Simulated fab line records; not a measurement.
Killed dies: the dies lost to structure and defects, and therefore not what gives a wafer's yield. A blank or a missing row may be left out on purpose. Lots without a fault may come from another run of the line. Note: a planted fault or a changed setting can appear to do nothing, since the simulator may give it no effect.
fab line records | flow n5_finfet
record lots=9 | wafers=27 | last_day=18
route steps=1938 shown FIN_CUT@165 BEOL_M4@1111
lots with no fault: from the same line, run without faults
start_h: start of the lot's first displayed wafer, in hours after the record's first day | wait_h: time in hours since the lot's previous step | " as in the row above | L1.1+2: a single row standing in for several wafers | - no value, or no start was given | * or withheld: withheld | < > ~ a bound
route shown NAME@n: NAME is a module with steps in the file, n the number in the route of the first one | usual: average and standard deviation across the fault-free wafers | same: alike in all rows | chamber/n: place in a boat | sites: per-site readings | _std_site: the values' standard deviation | _edge_site: inner sites' mean taken away from outer sites' mean | radius_mm: for every site, how far away it sits from the centre of the wafer | mask NAME#n: copy n | behind: the most recent tool/chamber to have shaped the wafer | hold: what put the lot on hold/how long, in hours/how the hold closed | device: names the non-switching transistor (n, p or np) | end of line: tests of these same wafers at the route's end | where a step has no rows: the recipe by itself | killed: count of dies lost to structure and defects at first sort (not the wafer's yield) | map: a wafer's dies, marking killed ones x, the rest . and places with no die _
set.NAME: the run value of the setting; set.NAME@STEP: its run value at that earlier step | model.NAME: the simulator's own value behind a step, which no gauge read
a sample of lots followed through the steps of the route, with each step as a table and each wafer as a row
services: a tool's chamber out of use, with start hour (start_h, from the record's first day; less than 0 if before it), hours out, and reason
## steps
# step N5_FIN_CUT_INSPECT_10
# recipe mode=adi | inspect_instrument=brightfield
# usual raw_defect_count=44/12
lot.wafer | tool              | chamber | start_h | wait_h | raw_defect_count
L465.1    | defect_inspect-01 | -       | 57.31   | 0.1    | 28
L465.3    | "                 | -       | "       | "      | 40
L465.4    | "                 | -       | "       | "      | 33
L472.1    | defect_inspect-01 | -       | 98.88   | 0.1    | 16
L472.3    | "                 | -       | "       | "      | 43
L472.5    | "                 | -       | "       | "      | 27
L475.4    | defect_inspect-01 | -       | 117.21  | 0.0    | 40
L475.5    | "                 | -       | "       | "      | 27
L475.6    | "                 | -       | "       | "      | 49
L478.2    | defect_inspect-02 | -       | 135.34  | 0.0    | 47
L478.3    | "                 | -       | "       | "      | 67
L478.6    | "                 | -       | "       | "      | 65
L479.2    | defect_inspect-02 | -       | 141.13  | 0.0    | 72
L479.3    | "                 | -       | "       | "      | 44
L479.5    | "                 | -       | "       | "      | 48
L480.1    | defect_inspect-02 | -       | 146.21  | 0.1    | 53
L480.5    | "                 | -       | "       | "      | 78
L480.6    | "                 | -       | "       | "      | 70
L481.1    | defect_inspect-02 | -       | 154.01  | 0.1    | 36
L481.4    | "                 | -       | "       | "      | 45
L481.5    | "                 | -       | "       | "      | 50
L482.1    | defect_inspect-01 | -       | 159.85  | 0.1    | 26
L482.2    | "                 | -       | "       | "      | 26
L482.5    | "                 | -       | "       | "      | 29
L483.2    | defect_inspect-01 | -       | 165.65  | 0.0    | 27
L483.3    | "                 | -       | "       | "      | 39
L483.5    | "                 | -       | "       | "      | 40
# step N5_FIN_CUT_ETCH_30
# recipe chemistry=N2/H2 | target=underlayer | target_depth_a=130 | mask_material=CAR-EUV | time_s=10.4 | ion_energy_ev=200 | pressure_mtorr=30 | source_w=840 | bias_w=150 | n2_flow_sccm=200 | h2_flow_sccm=200 | ends=cleared
# usual drypump_motor_current_A=5.8/0.34 | etch_rf_on_time_s=10.43/0.19 | oes_product_au=0.66/0.059 | rf_vpp_V=523.9/2.4 | showerhead_plenum_p_Torr=2.54/0.086 | throttle_valve_pct=17.85/0.2
lot.wafer | tool        | chamber | start_h | wait_h | drypump_motor_current_A | etch_rf_on_time_s | oes_product_au | rf_hours_counter_h | rf_vpp_V | showerhead_plenum_p_Torr | throttle_valve_pct
L465.1    | rie_diel-03 | 1       | 57.51   | 0.0    | 5.7                     | 10.26             | 0.70           | 105                | 523.6    | 2.56                     | 17.56
L465.3    | "           | 3       | "       | "      | 5.6                     | 10.42             | 0.63           | 146                | 526.3    | 2.66                     | 17.80
L465.4    | "           | 2       | "       | "      | 6.1                     | 7.13              | 0.84           | 131                | 523.1    | 2.46                     | 17.98
L472.1    | rie_diel-02 | 2       | 98.95   | 0.0    | 5.8                     | 10.26             | 0.68           | 114                | 524.1    | 2.56                     | 18.11
L472.3    | "           | 0       | "       | "      | 5.7                     | 10.60             | 0.58           | 228                | 526.2    | 2.63                     | 18.14
L472.5    | "           | 1       | "       | "      | 6.3                     | 10.70             | 0.60           | -                  | 522.5    | 2.51                     | 17.78
L475.4    | rie_diel-04 | 0       | 117.29  | 0.0    | 5.5                     | 10.35             | 0.62           | -                  | 520.7    | 2.42                     | 18.13
L475.5    | "           | 1       | "       | "      | 5.2                     | 10.56             | 0.59           | -                  | 526.0    | 2.63                     | 18.08
L475.6    | "           | 2       | "       | "      | 5.8                     | 10.58             | 0.64           | -                  | 524.3    | 2.54                     | 17.69
L478.2    | rie_diel-04 | 3       | 135.41  | 0.0    | 6.3                     | 10.62             | 0.75           | 35                 | 529.0    | 2.70                     | 17.90
L478.3    | "           | 2       | "       | "      | 5.8                     | 10.36             | 0.64           | 150                | 524.1    | 2.53                     | 17.71
L478.6    | "           | 3       | "       | "      | 6.3                     | 10.68             | 0.74           | -                  | 527.7    | 2.70                     | 17.88
L479.2    | rie_diel-03 | 3       | 141.61  | 0.0    | 5.5                     | 10.58             | 0.61           | 173                | 526.2    | 2.65                     | 17.85
L479.3    | "           | 2       | "       | "      | 6.1                     | 10.46             | 0.66           | 157                | 520.7    | 2.45                     | 17.99
L479.5    | "           | 3       | "       | "      | 5.5                     | 10.63             | 0.61           | -                  | 526.4    | 2.65                     | 17.85
L480.1    | rie_diel-03 | 1       | 146.33  | 0.0    | 5.7                     | 10.05             | 0.69           | 132                | 525.0    | 2.55                     | 17.62
L480.5    | "           | 2       | "       | "      | 6.0                     | 10.39             | 0.65           | -                  | 520.6    | 2.45                     | 17.99
L480.6    | "           | 1       | "       | "      | 5.7                     | 10.14             | 0.68           | -                  | 522.8    | 2.55                     | 17.63
L481.1    | rie_diel-03 | 3       | 154.33  | 0.0    | 5.6                     | 10.36             | 0.62           | 176                | 526.6    | 2.65                     | 17.86
L481.4    | "           | 1       | "       | "      | 5.7                     | 10.08             | 0.68           | 134                | 524.0    | 2.55                     | 17.62
L481.5    | "           | 1       | "       | "      | 5.7                     | 10.06             | 0.68           | -                  | 524.9    | 2.55                     | 17.62
L482.1    | rie_diel-04 | 2       | 159.92  | 0.0    | 5.8                     | 10.39             | 0.64           | 159                | 523.5    | 2.53                     | 17.74
L482.2    | "           | 0       | "       | "      | 5.5                     | 10.62             | 0.60           | 215                | 521.8    | 2.41                     | 18.15
L482.5    | "           | 2       | "       | "      | 5.8                     | 10.49             | 0.63           | -                  | 523.7    | 2.53                     | 17.71
L483.2    | rie_diel-03 | 0       | 165.72  | 0.0    | 5.9                     | 10.53             | 0.74           | 49                 | 521.7    | 2.47                     | 17.63
L483.3    | "           | 1       | "       | "      | 5.7                     | 10.32             | 0.67           | 138                | 524.9    | 2.54                     | 17.63
L483.5    | "           | 2       | "       | "      | 6.0                     | 10.63             | 0.65           | -                  | 520.3    | 2.45                     | 17.99
# step N5_FIN_CUT_STRIP_24
# recipe chemistry=CF4 | resist=SiARC | power_w=300 | bias_power_w=75 | pressure_mtorr=50 | cf4_flow_sccm=150 | rf_frequency_hz=6e+07
# usual drypump_motor_current_A=5.8/0.34 | oes_product_au=0.77/0.065 | rf_vpp_V=271.0/1.5 | showerhead_plenum_p_Torr=1.79/0.055 | throttle_valve_pct=13.55/0.19
lot.wafer | tool        | chamber | start_h | wait_h | drypump_motor_current_A | oes_product_au | rf_hours_counter_h | rf_vpp_V | showerhead_plenum_p_Torr | throttle_valve_pct
L465.1    | rie_diel-03 | 1       | 57.90   | 0.0    | 5.7                     | 0.80           | 105                | 270.0    | 1.80                     | 13.29
L465.3    | "           | 3       | "       | "      | 5.5                     | 0.73           | 147                | 273.2    | 1.87                     | 13.59
L465.4    | "           | 2       | "       | "      | 6.1                     | 0.78           | 131                | 271.3    | 1.74                     | 13.63
L472.1    | rie_diel-02 | 2       | 99.33   | 0.0    | 5.9                     | 0.78           | 114                | 270.4    | 1.80                     | 13.72
L472.3    | "           | 0       | "       | "      | 5.7                     | 0.68           | 228                | 273.0    | 1.83                     | 13.69
L472.5    | "           | 1       | "       | "      | 6.3                     | 0.69           | -                  | 271.7    | 1.76                     | 13.59
L475.4    | rie_diel-04 | 0       | 117.67  | 0.0    | 5.5                     | 0.72           | -                  | 269.4    | 1.70                     | 13.73
L475.5    | "           | 1       | "       | "      | 5.2                     | 0.68           | -                  | 272.3    | 1.83                     | 13.64
L475.6    | "           | 2       | "       | "      | 5.8                     | 0.74           | -                  | 270.9    | 1.79                     | 13.55
L478.2    | rie_diel-04 | 3       | 135.79  | 0.0    | 6.3                     | 0.87           | 35                 | 273.8    | 1.90                     | 13.48
L478.3    | "           | 2       | "       | "      | 5.8                     | 0.74           | 150                | 271.2    | 1.79                     | 13.60
L478.6    | "           | 3       | "       | "      | 6.3                     | 0.87           | -                  | 272.1    | 1.90                     | 13.47
L479.2    | rie_diel-03 | 3       | 141.99  | 0.0    | 5.5                     | 0.72           | 174                | 270.9    | 1.86                     | 13.68
L479.3    | "           | 2       | "       | "      | 6.0                     | 0.76           | 157                | 269.3    | 1.74                     | 13.71
L479.5    | "           | 3       | "       | "      | 5.5                     | 0.71           | -                  | 272.0    | 1.86                     | 13.65
L480.1    | rie_diel-03 | 1       | 146.71  | 0.0    | 5.7                     | 0.78           | 132                | 270.8    | 1.79                     | 13.34
L480.5    | "           | 2       | "       | "      | 6.0                     | 0.77           | -                  | 270.3    | 1.74                     | 13.69
L480.6    | "           | 1       | "       | "      | 5.7                     | 0.77           | -                  | 271.1    | 1.79                     | 13.34
L481.1    | rie_diel-03 | 3       | 154.72  | 0.0    | 5.5                     | 0.71           | 177                | 272.1    | 1.86                     | 13.67
L481.4    | "           | 1       | "       | "      | 5.7                     | 0.78           | 134                | 272.3    | 1.79                     | 13.36
L481.5    | "           | 1       | "       | "      | 5.7                     | 0.77           | -                  | 270.0    | 1.79                     | 13.34
L482.1    | rie_diel-04 | 2       | 160.30  | 0.0    | 5.8                     | 0.73           | 159                | 271.0    | 1.79                     | 13.61
L482.2    | "           | 0       | "       | "      | 5.5                     | 0.70           | 215                | 271.6    | 1.69                     | 13.76
L482.5    | "           | 2       | "       | "      | 5.8                     | 0.73           | -                  | 272.3    | 1.79                     | 13.60
L483.2    | rie_diel-03 | 0       | 166.11  | 0.0    | 5.9                     | 0.84           | 49                 | 268.9    | 1.74                     | 13.24
L483.3    | "           | 1       | "       | "      | 5.7                     | 0.76           | 138                | 271.5    | 1.79                     | 13.36
L483.5    | "           | 2       | "       | "      | 6.0                     | 0.76           | -                  | 268.9    | 1.73                     | 13.71
# step N5_FIN_CUT_CUT_ETCH_26
# recipe chemistry=CH3F/O2 | target=SiNx | target_depth_a=390 | mask_material=SOC | time_s=55.7 | pressure_mtorr=30 | source_w=395 | bias_w=73 | Ar_flow_sccm=150 | CH3F_flow_sccm=30 | O2_flow_sccm=20 | ion_energy_ev=120
# usual CH3F_flow_sccm=29.99/0.087 | drypump_motor_current_A=5.8/0.34 | oes_product_au=0.77/0.069 | rf_vpp_V=298/5.6 | showerhead_plenum_p_Torr=2.00/0.068 | throttle_valve_pct=16.37/0.16
lot.wafer | tool        | chamber | start_h | wait_h | CH3F_flow_sccm | drypump_motor_current_A | oes_product_au | rf_hours_counter_h | rf_vpp_V | showerhead_plenum_p_Torr | throttle_valve_pct
L465.1    | rie_diel-03 | 1       | 57.92   | 0.0    | 30.04          | 5.7                     | 0.81           | 105                | 305      | 2.03                     | 16.18
L465.3    | "           | 3       | "       | "      | 29.90          | 5.5                     | 0.74           | 147                | 294      | 2.08                     | 16.33
L465.4    | "           | 2       | "       | "      | 29.94          | 6.0                     | 0.79           | 131                | 297      | 1.92                     | 16.35
L472.1    | rie_diel-02 | 2       | 99.35   | 0.0    | 29.95          | 5.9                     | 0.80           | 114                | 300      | 2.03                     | 16.58
L472.3    | "           | 0       | "       | "      | 29.97          | 5.7                     | 0.68           | 228                | 298      | 2.05                     | 16.50
L472.5    | "           | 1       | "       | "      | 29.96          | 6.4                     | 0.69           | -                  | 295      | 1.99                     | 16.50
L475.4    | rie_diel-04 | 0       | 117.70  | 0.0    | 30.15          | 5.5                     | 0.71           | -                  | 293      | 1.91                     | 16.59
L475.5    | "           | 1       | "       | "      | 29.90          | 5.2                     | 0.69           | -                  | 301      | 2.08                     | 16.55
L475.6    | "           | 2       | "       | "      | 30.17          | 5.8                     | 0.74           | -                  | 291      | 2.01                     | 16.37
L478.2    | rie_diel-04 | 3       | 135.81  | 0.0    | 30.08          | 6.3                     | 0.87           | 35                 | 294      | 2.14                     | 16.35
L478.3    | "           | 2       | "       | "      | 29.88          | 5.8                     | 0.74           | 150                | 290      | 2.01                     | 16.39
L478.6    | "           | 3       | "       | "      | 30.01          | 6.3                     | 0.87           | -                  | 294      | 2.14                     | 16.36
L479.2    | rie_diel-03 | 3       | 142.01  | 0.0    | 30.18          | 5.5                     | 0.72           | 174                | 292      | 2.08                     | 16.35
L479.3    | "           | 2       | "       | "      | 30.03          | 6.1                     | 0.78           | 157                | 297      | 1.91                     | 16.40
L479.5    | "           | 3       | "       | "      | 30.00          | 5.5                     | 0.72           | -                  | 293      | 2.08                     | 16.37
L480.1    | rie_diel-03 | 1       | 146.73  | 0.0    | 29.72          | 5.7                     | 0.80           | 132                | 304      | 2.02                     | 16.22
L480.5    | "           | 2       | "       | "      | 29.94          | 6.0                     | 0.76           | -                  | 297      | 1.91                     | 16.38
L480.6    | "           | 1       | "       | "      | 29.87          | 5.7                     | 0.79           | -                  | 305      | 2.02                     | 16.21
L481.1    | rie_diel-03 | 3       | 154.74  | 0.0    | 29.99          | 5.5                     | 0.71           | 177                | 293      | 2.07                     | 16.39
L481.4    | "           | 1       | "       | "      | 30.01          | 5.7                     | 0.79           | 134                | 305      | 2.02                     | 16.23
L481.5    | "           | 1       | "       | "      | 29.95          | 5.7                     | 0.79           | -                  | 305      | 2.02                     | 16.24
L482.1    | rie_diel-04 | 2       | 160.32  | 0.0    | 29.95          | 5.8                     | 0.74           | 159                | 292      | 2.00                     | 16.40
L482.2    | "           | 0       | "       | "      | 29.91          | 5.5                     | 0.69           | 215                | 292      | 1.90                     | 16.62
L482.5    | "           | 2       | "       | "      | 29.87          | 5.8                     | 0.73           | -                  | 291      | 2.00                     | 16.39
L483.2    | rie_diel-03 | 0       | 166.13  | 0.0    | 29.98          | 5.9                     | 0.86           | 50                 | 310      | 1.95                     | 16.12
L483.3    | "           | 1       | "       | "      | 30.02          | 5.7                     | 0.78           | 138                | 305      | 2.02                     | 16.24
L483.5    | "           | 2       | "       | "      | 29.97          | 6.0                     | 0.77           | -                  | 296      | 1.91                     | 16.41
# step N5_BEOL_M4_RC_MEAS_101
# usual DIBL_N=36.0/1.8 | DIBL_P=36.3/2.4 | IOFF_N=0.16/0.035 | IOFF_P=0.21/0.036 | ION_N=673/13 | ION_P=461/7.2 | SS_N=71.4/0.6 | SS_P=73.2/0.7 | VT_N=250/4 | VT_P=-250.9/2.9
lot.wafer | tool      | chamber | start_h | wait_h | DIBL_N[mV/V] | DIBL_P[mV/V] | IOFF_N[nA/um] | IOFF_P[nA/um] | ION_N[uA/um] | ION_P[uA/um] | SS_N[mV/dec] | SS_P[mV/dec] | VT_N[mV] | VT_P[mV]
L465.1    | prober-02 | 0       | 218.00  | 0.0    | 32.7         | 32.6         | 0.10          | 0.14          | 643          | 446          | 70.0         | 71.9         | 259      | -257.7
L465.3    | "         | 0       | "       | "      | 34.2         | 34.1         | 0.12          | 0.16          | 663          | 453          | 71.5         | 72.7         | 255      | -254.1
L465.4    | "         | 0       | "       | "      | 35.7         | 37.3         | 0.15          | 0.20          | 692          | 471          | 71.5         | 73.3         | 248      | -249.6
L472.1    | prober-01 | 0       | 248.08  | 0.0    | 35.0         | 33.1         | 0.12          | 0.16          | 660          | 450          | 70.9         | 73.1         | 254      | -254.4
L472.3    | "         | 0       | "       | "      | 38.4         | 38.1         | 0.20          | 0.23          | 671          | 455          | 72.2         | 73.1         | 248      | -248.3
L472.5    | "         | 0       | "       | "      | 38.7         | 39.4         | 0.20          | 0.25          | 673          | 459          | 71.8         | 74.1         | 248      | -248.3
L475.4    | prober-02 | 0       | 264.83  | 0.5    | 37.1         | 38.8         | 0.18          | 0.21          | 677          | 459          | 71.9         | 73.7         | 249      | -252.9
L475.5    | "         | 0       | "       | "      | 34.1         | 35.2         | 0.12          | 0.16          | 658          | 452          | 70.2         | 72.8         | 256      | -257.1
L475.6    | "         | 0       | "       | "      | 35.4         | 36.9         | 0.13          | 0.17          | 653          | 448          | 71.9         | 72.6         | 256      | -255.8
L479.2    | prober-01 | 0       | 281.36  | 0.2    | 39.2         | 40.2         | 0.21          | 0.26          | 685          | 468          | 71.6         | 74.1         | 246      | -249.3
L479.3    | "         | 0       | "       | "      | 34.6         | 35.4         | 0.13          | 0.18          | 673          | 462          | 71.3         | 73.0         | 254      | -252.8
L479.5    | "         | 0       | "       | "      | 35.4         | 35.4         | 0.13          | 0.19          | 662          | 455          | 71.5         | 73.3         | 254      | -252.0
L478.2    | prober-01 | 0       | 286.77  | 0.2    | 37.1         | 38.5         | 0.16          | 0.23          | 678          | 465          | 71.7         | 73.3         | 251      | -248.7
L478.3    | "         | 0       | "       | "      | 35.1         | 35.2         | 0.12          | 0.20          | 664          | 463          | 71.3         | 72.1         | 257      | -251.2
L478.6    | "         | 0       | "       | "      | 37.7         | 38.7         | 0.17          | 0.24          | 680          | 470          | 71.9         | 73.4         | 250      | -249.4
L480.1    | prober-02 | 0       | 286.98  | 0.0    | 36.0         | 35.9         | 0.15          | 0.20          | 675          | 461          | 71.1         | 74.0         | 252      | -250.9
L480.5    | "         | 0       | "       | "      | 33.0         | 32.7         | 0.11          | 0.16          | 668          | 459          | 70.9         | 73.1         | 253      | -252.0
L480.6    | "         | 0       | "       | "      | 37.4         | 36.6         | 0.16          | 0.21          | 667          | 457          | 71.4         | 73.7         | 253      | -251.4
L481.1    | prober-01 | 0       | 316.37  | 0.0    | 36.3         | 34.9         | 0.15          | 0.20          | 679          | 465          | 71.5         | 73.1         | 246      | -251.2
L481.4    | "         | 0       | "       | "      | 36.6         | 36.3         | 0.15          | 0.22          | 671          | 459          | 70.9         | 73.6         | 249      | -251.9
L481.5    | "         | 0       | "       | "      | 35.2         | 33.6         | 0.13          | 0.17          | 661          | 450          | 71.0         | 71.9         | 250      | -253.3
L483.2    | prober-01 | 0       | 318.44  | 0.2    | 37.2         | 37.1         | 0.16          | 0.21          | 673          | 457          | 71.4         | 73.4         | 250      | -252.4
L483.3    | "         | 0       | "       | "      | 37.9         | 36.6         | 0.16          | 0.21          | 681          | 461          | 72.1         | 74.0         | 250      | -252.9
L483.5    | "         | 0       | "       | "      | 39.3         | 38.0         | 0.20          | 0.25          | 687          | 464          | 72.2         | 73.7         | 247      | -246.7
L482.1    | prober-02 | 0       | 319.72  | 0.0    | 37.5         | 39.3         | 0.18          | 0.24          | 691          | 475          | 71.0         | 73.8         | 246      | -246.5
L482.2    | "         | 0       | "       | "      | 37.7         | 39.7         | 0.18          | 0.25          | 680          | 471          | 72.0         | 74.1         | 247      | -247.2
L482.5    | "         | 0       | "       | "      | 36.6         | 38.0         | 0.16          | 0.23          | 685          | 474          | 71.1         | 73.4         | 246      | -248.1
## services
tool        | chamber | start_h | hours | kind
rie_diel-03 | 0       | 42.38   | 4.6   | repair
rie_diel-04 | 2       | 43.58   | 6.8   | repair
rie_diel-04 | 1       | 57.30   | 7.8   | repair
rie_diel-02 | 3       | 67.77   | 16.2  | repair
rie_diel-04 | 3       | 116.29  | 12.9  | repair
## key
first_sign step=N5_FIN_CUT_ETCH_30 | reading=etch_rf_on_time_s | direction=down | sigmas=17 | usual=* | struck=*
effect step=N5_FIN_CUT_ETCH_30 | reading=oes_product_au | direction=up | sigmas=3.1 | usual=0.66 | struck=0.84
met_at N5_FIN_CUT_ETCH_30
struck_lots L465
struck_wafers L465.4
not_acting_at N5_FIN_CUT_INSPECT_10,N5_FIN_CUT_STRIP_24,N5_FIN_CUT_CUT_ETCH_26
fault kind=process_parameter_drift | tool=rie_diel-03 | chamber=- | onset_h=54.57 | steps=N5_FIN_CUT_ETCH_30 | channel=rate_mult | offset=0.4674 | shape=step | end_h=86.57 | scope=struck_wafers_only
